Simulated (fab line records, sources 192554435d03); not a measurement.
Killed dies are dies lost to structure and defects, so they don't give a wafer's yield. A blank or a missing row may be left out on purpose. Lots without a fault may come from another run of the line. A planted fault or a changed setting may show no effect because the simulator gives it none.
One fault seen from 2 desks | flow n5_finfet | each desk has only its own numbers; what lay behind them comes last

THE TOOL OWNER'S DESK: cvd_co-01
The tool's own readings at N5_BEOL_M1_CVD_47 (deposits Co from CCTBA/H2, target thk 3 nm, time 223.8 s): means of the sampled wafers that have a number, for each lot that ran on this tool. A lot is out of limits, marked OUT, if its mean lies more than 4 standard deviations from the usual mean; the brackets give that distance.
Columns: A = run_length_s at N5_BEOL_M1_CVD_47, usual 246.6 s
lot  | first seen here | A
L317 | day 7 00:05     | 246.2
L315 | day 7 04:03     | 246.1
L322 | day 8 06:19     | 244.8
L325 | day 9 09:39     | 245.1
This desk's finding: nothing out of limits on any of the 4 lots.

THE METROLOGY DESK
What the gauges read, lot by lot, whatever tool the lot ran on: means of the sampled wafers that have a number. A lot is out of limits, marked OUT, if its mean lies more than 4 standard deviations from the usual mean; the brackets give that distance. Of its 10 readings 7 are shown: those that lie furthest out on some lot.
Columns: A = DIBL_N at N5_BEOL_M4_RC_MEAS_101, usual 36.9 mV/V; B = DIBL_P at N5_BEOL_M4_RC_MEAS_101, usual 36.7 mV/V; C = IOFF_P at N5_BEOL_M4_RC_MEAS_101, usual 0.22 nA/um; D = ION_P at N5_BEOL_M4_RC_MEAS_101, usual 461 uA/um; E = SS_P at N5_BEOL_M4_RC_MEAS_101, usual 73.4 mV/dec; F = VT_N at N5_BEOL_M4_RC_MEAS_101, usual 249 mV; G = VT_P at N5_BEOL_M4_RC_MEAS_101, usual -250 mV
lot  | first seen here | A    | B    | C    | D   | E    | F   | G
L314 | day 8 01:31     | 35.9 | 35.7 | 0.19 | 456 | 73.0 | 252 | -252
L317 | day 8 14:13     | 34.4 | 33.6 | 0.18 | 451 | 72.6 | 252 | -252
L316 | day 8 18:03     | 36.6 | 35.3 | 0.17 | 452 | 73.4 | 250 | -256
L315 | day 9 00:19     | 36.9 | 36.4 | 0.20 | 457 | 73.5 | 250 | -251
L321 | day 9 08:10     | 36.3 | 36.7 | 0.23 | 466 | 73.4 | 248 | -247
L322 | day 9 20:14     | 38.0 | 36.5 | 0.22 | 458 | 73.2 | 247 | -250
L325 | day 10 15:55    | 35.3 | 34.6 | 0.20 | 461 | 72.4 | 252 | -249
L332 | day 12 15:16    | 36.1 | 34.9 | 0.25 | 470 | 73.0 | 249 | -245
L335 | day 13 05:11    | 34.4 | 33.5 | 0.18 | 459 | 73.3 | 255 | -252
L336 | day 13 07:12    | 37.1 | 38.0 | 0.27 | 471 | 73.9 | 247 | -246
L337 | day 14 00:20    | 38.8 | 38.4 | 0.24 | 462 | 73.9 | 251 | -248
This desk's finding: nothing out of limits on any of the 11 lots.

PUT TOGETHER
The tool owner's desk saw nothing out of limits.
The metrology desk saw nothing out of limits.

WHAT THE SIMULATOR HAD PUT IN
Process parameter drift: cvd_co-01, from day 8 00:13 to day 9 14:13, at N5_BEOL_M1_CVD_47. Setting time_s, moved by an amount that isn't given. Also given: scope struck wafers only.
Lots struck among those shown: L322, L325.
